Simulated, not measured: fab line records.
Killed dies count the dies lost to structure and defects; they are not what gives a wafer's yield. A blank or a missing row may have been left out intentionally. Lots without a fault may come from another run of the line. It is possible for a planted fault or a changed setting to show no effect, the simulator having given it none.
Chamber matching ; flow nand-harc ; 4 sister chambers for NHARC_A_STAIRCASE_ETCHBACK_157 on rie-diel-08
The step etches the open film in CH3F/O2, target depth 90 nm, time 167.14 s. 4 wafers are shown with their chamber, then 10 later ones without.

## WAFERS WITH THEIR CHAMBER
wafer;chamber;showerhead-plenum-p-Torr (Torr)
L083.4;0;2.29
L088.4;2;2.62
L089.1;1;2.37
L089.4;3;2.28

## WAFERS WITHOUT THEIR CHAMBER
wafer;showerhead-plenum-p-Torr (Torr)
L089.5;2.62
L085.1;2.62
L085.3;2.28
L085.6;2.28
L094.4;2.28
L094.5;2.27
L094.6;2.61
L097.3;2.61
L097.4;2.61
L097.6;2.36

## WHICH CHAMBER EACH ONE RAN IN
wafer;from the rows above;in truth
L089.5;2;2
L085.1;2;2
L085.3;can't be placed: 3 or 0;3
L085.6;can't be placed: 3 or 0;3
L094.4;can't be placed: 3 or 0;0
L094.5;can't be placed: 3 or 0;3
L094.6;2;2
L097.3;2;2
L097.4;2;2
L097.6;1;1
Placed correctly: 6 of 10. Can't be placed from these rows: 4 (the true chamber is among the candidates in 4). 0 placed wrongly.
How it was worked out, from the rows above alone: a wafer's distance from a chamber is the root of the sum, over the readings, of the square of ((its reading less the chamber's mean) divided by the reading's scatter). If the next closest chamber is less than 2 further off than the closest, the wafer can't be placed; otherwise it belongs to the closest. A chamber's mean is the mean of its shown wafers. The scatter: with one shown wafer a chamber, the root of the mean of the squares of how far each hidden wafer lies from its nearest shown one.
